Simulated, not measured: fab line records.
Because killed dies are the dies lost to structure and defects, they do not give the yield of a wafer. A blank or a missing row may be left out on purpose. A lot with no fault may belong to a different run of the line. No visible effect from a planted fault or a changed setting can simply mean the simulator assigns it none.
A lot that was struck, set against a sound lot / flow n5-finfet / 42 out of 1938 route steps
Sound: these wafers, L533.3, L533.4, L533.6. The struck wafers were L538.2, L538.3. Last of all comes the cause.
Per side, at each step with rows, come the tool, then ch with its chambers, and then its first start. Under that, the readings that differ: sound wafers / struck wafers / difference of the means / sigmas: that difference in standard deviations of wafers without a fault.
alike: readings with means less than 2 such deviations apart, plus words and numbers identical on both sides. not compared: withheld readings, readings lacking a value on some wafer, bounds such as >300 that could conceal the same value, and numbers that have no deviation in the record and whose values overlap.
A row with sigmas, a row that says differs or no value, or rows on one side alone: a step with any of these is where the two part. Numbers that don't overlap but have no deviation are shown without sigmas and don't part them. A reading that every wafer of one side lacks parts them only if that side has two wafers or more.

first, 4 steps without rows for these wafers: N5_HKMG_FIN_SOFTBAKE_07 (time 60 s); N5_HKMG_FIN_EXPOSE_09 (exposes mask NWFM); N5_HKMG_FIN_PEB_10 (peb time 60 s); N5_HKMG_FIN_DEVELOP_11 (develop time 30 s).
N5_HKMG_FIN_CD_MEAS_12: the cd target is 92.8 nm.
  sound on cd-sem-02 ch 0, day 7 04:25; struck on cd-sem-01 ch 0, day 8 12:16
  alike: cd-nm
N5_HKMG_FIN_OVL_MEAS_13:
  sound on overlay-01 ch 0, day 7 04:26; struck on overlay-02 ch 0, day 8 12:18
  alike: NWFM_OVL
N5_HKMG_FIN_INSPECT_14: inspects for defects (macro).
  struck on defect-inspect-01, day 8 12:19; sound on defect-inspect-02, day 7 04:28
  alike: raw-defect-count
N5_HKMG_FIN_DESCUM_17: chemistry O2, time 7.9 s.
  sound on rie-diel-06 ch 0,1,3, day 7 04:50; struck on rie-diel-06 ch 0,3, day 8 12:26
  alike: bias-power-w, drypump-motor-current-A, o2-flow-sccm, oes-product-au, rf-vpp-V, showerhead-plenum-p-Torr, throttle-valve-pct
  not compared: rf-hours-counter-h
N5_HKMG_FIN_ETCH_31: etches SiARC in CF4, target depth 45.5 nm, time 75.8 s.
  sound on rie-diel-06 ch 0,1,3, day 7 04:53; struck on rie-diel-06 ch 0,3, day 8 12:28
  alike: drypump-motor-current-A, etch-rf-on-time-s, oes-product-au, rf-vpp-V, showerhead-plenum-p-Torr, throttle-valve-pct
  not compared: rf-hours-counter-h
N5_HKMG_FIN_ETCH_32: etches SOC in N2/H2, target depth 240 nm, time 300 s.
  sound on rie-diel-06 ch 0,1,3, day 7 04:56; struck on rie-diel-06 ch 0,3, day 8 12:31
  alike: drypump-motor-current-A, h2-flow-sccm, oes-product-au, rf-vpp-V, showerhead-plenum-p-Torr, throttle-valve-pct
  not compared: rf-hours-counter-h
then, 2 steps without rows for these wafers: N5_HKMG_FIN_STRIP_33 (strips in N2/H2); N5_HKMG_FIN_STRIP_34 (strips in CF4).
N5_HKMG_FIN_ETCH_35: etches SOC in N2/H2, target depth 215.8 nm, time 243.4 s.
  sound on rie-diel-06 ch 0,1,3, day 7 05:08; struck on rie-diel-06 ch 0,3, day 8 12:44
reading=oes-product-au (a.u.); sound=0.78 0.75 0.72; struck=1.06 1.11; difference=+0.33; sigmas=+5
reading=model.HKMG_FIN.feature-depth-nm (nm); sound=211.8 203.6 216.6; struck=343.2 355; difference=+138.4; sigmas=
reading=model.etch.depth-nm (nm); sound=211.8 203.5 216.6; struck=343.2 355; difference=+138.5; sigmas=
reading=model.SOC_of_HKMG_FIN_COAT_29.thk-nm (nm); sound=88.6 97.2 83.8; struck=0 0; difference=-90; sigmas=
  alike: drypump-motor-current-A, h2-flow-sccm, rf-vpp-V, showerhead-plenum-p-Torr, throttle-valve-pct
  not compared: rf-hours-counter-h
N5_HKMG_FIN_STRIP_92: strips SOC in N2/H2, time 20 s.
  sound on rie-diel-06 ch 0,1,3, day 7 05:17; struck on rie-diel-06 ch 0,3, day 8 12:53
reading=bias-power-w (W); sound=7.963 7.952 7.993; struck=8.029 8.017; difference=+0.054; sigmas=+2
reading=model.SOC_of_HKMG_FIN_COAT_29.thk-nm (nm); sound=78.6 87.6 73.4; struck=0 0; difference=-80; sigmas=
  alike: drypump-motor-current-A, h2-flow-sccm, oes-product-au, power-w, rf-vpp-V, showerhead-plenum-p-Torr, throttle-valve-pct
  not compared: rf-hours-counter-h
then, 15 steps without rows for these wafers: N5_HKMG_FIN_WET_ETCH_18 (etches TiN in SC1, time 55 s, target depth 5.2 nm, rinse time 30 s); N5_HKMG_FIN_STRIP_19 (strips in N2/H2, time 360 s); N5_HKMG_FIN_ALD_91 (deposits TiN, target thk 1 nm, pulse time 1 s, purge time 3 s); N5_HKMG_FIN_COAT_85 (time 60 s, resist thk 300 nm); N5_HKMG_FIN_ETCH_86 (etches SOC in N2/H2, stops on TiN, target depth 393.2 nm); N5_HKMG_FIN_STRIP_89 (strips SOC in N2/H2, time 20 s); N5_HKMG_FIN_WET_ETCH_87 (etches TiN in SC1, time 154.2 s, target depth 4.7 nm, rinse time 30 s); N5_HKMG_FIN_STRIP_88 (strips in N2/H2, time 360 s); N5_HKMG_FIN_NWFM_ALD_20 (deposits TiAlC, target thk 2 nm, pulse time 3 s, purge time 2 s); N5_HKMG_FIN_ALD_71 (deposits TiN, target thk 1 nm, pulse time 1 s, purge time 3 s); N5_HKMG_FIN_COAT_66 (time 60 s, resist thk 300 nm); N5_HKMG_FIN_ETCH_67 (etches SOC in N2/H2, stops on TiN, target depth 388.9 nm); N5_HKMG_FIN_STRIP_90 (strips SOC in N2/H2, time 20 s); N5_HKMG_FIN_WET_ETCH_73 (etches the open film in SC1, time 42.3 s, target depth 1.3 nm, rinse time 30 s); N5_HKMG_FIN_ETCHBACK_68 (etches the open film in Cl2/Ar, stops on HfO2, target depth 0.5 nm).
N5_HKMG_FIN_STRIP_69: strips in N2/H2, time 360 s.
  sound on plasma-asher-01 ch 0,1, day 7 07:43; struck on plasma-asher-02 ch 0,1, day 8 15:19
  alike: drypump-motor-current-A, h2-flow-sccm, heater-power-w
  not compared: rf-hours-counter-h
N5_HKMG_FIN_ALD_21: deposits TiN, target thk 1.5 nm, pulse time 1 s, purge time 3 s.
  sound on ald-metal-02 ch 0,2,3, day 7 07:59; struck on ald-metal-02 ch 2,3, day 8 15:42
  alike: heater-power-w, precursor-pulse-height-rel
then, 6 steps without rows for these wafers: N5_HKMG_FIN_ALD_72 (deposits W, target thk 2 nm, pulse time 1 s, purge time 2 s); N5_HKMG_FIN_W_FILL_22 (material W, target thk 60 nm, time 18.2 s); N5_HKMG_FIN_PRECLEAN_83 (cleans in DIW, time 57.5 s); N5_HKMG_FIN_SRD_84 (dry time 32 s); N5_HKMG_FIN_CMP_23 (polishes, stops on SiNx, t overpolish 10 s, target thk 46.326 nm); N5_HKMG_FIN_CMP_94 (polishes, stops on SiNx, t overpolish 4.7 s, target thk 43.299 nm).
N5_HKMG_FIN_INSPECT_28: inspects for defects (darkfield).
  struck on defect-inspect-01, day 8 16:58; sound on defect-inspect-02, day 7 09:13
  alike: raw-defect-count
then, 3 steps without rows for these wafers: N5_GATE_CUT_ETCHBACK_00 (etches W in SF6/Cl2); N5_GATE_CUT_ETCH_56 (etches TiN in Cl2/Ar, target depth 21.6 nm); N5_GATE_CUT_ETCHBACK_30 (etches TiN in Cl2/Ar, target depth 3 nm).
-- here the record skips 3 days between the struck wafers' starts before and after, leaving off in module GATE_CUT and picking up in module BEOL_M4 (first step shown: number 1111 of the route) --
N5_BEOL_M4_RC_MEAS_101:
  sound on prober-02 ch 0, day 11 10:21; struck on prober-02 ch 0, day 11 21:05
reading=EOT_N; sound=10.46 10.44 10.54; struck=10.25 10.13; difference=-0.29; sigmas=-3
reading=EOT_P; sound=10.45 10.51 10.48; struck=10.27 10.17; difference=-0.26; sigmas=-3
reading=IGATE_N (nA/um); sound=0.0152 0.0121 0.0147; struck=0.0322 0.0439; difference=+0.0241; sigmas=+13
reading=IGATE_P (nA/um); sound=0.0045 0.0036 0.0044; struck=0.0098 0.0132; difference=+0.0073; sigmas=+14
  alike: DIBL_N, DIBL_P, IOFF_N, IOFF_P, ION_N, ION_P, SS_N, SS_P, VT_N, VT_P

WHERE THEY PART
First at N5_HKMG_FIN_ETCH_35; last, within this record, at N5_BEOL_M4_RC_MEAS_101.

WHY: what the simulator had put in
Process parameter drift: rie-diel-06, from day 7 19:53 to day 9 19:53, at N5_HKMG_FIN_ETCH_35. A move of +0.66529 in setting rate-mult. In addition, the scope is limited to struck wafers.
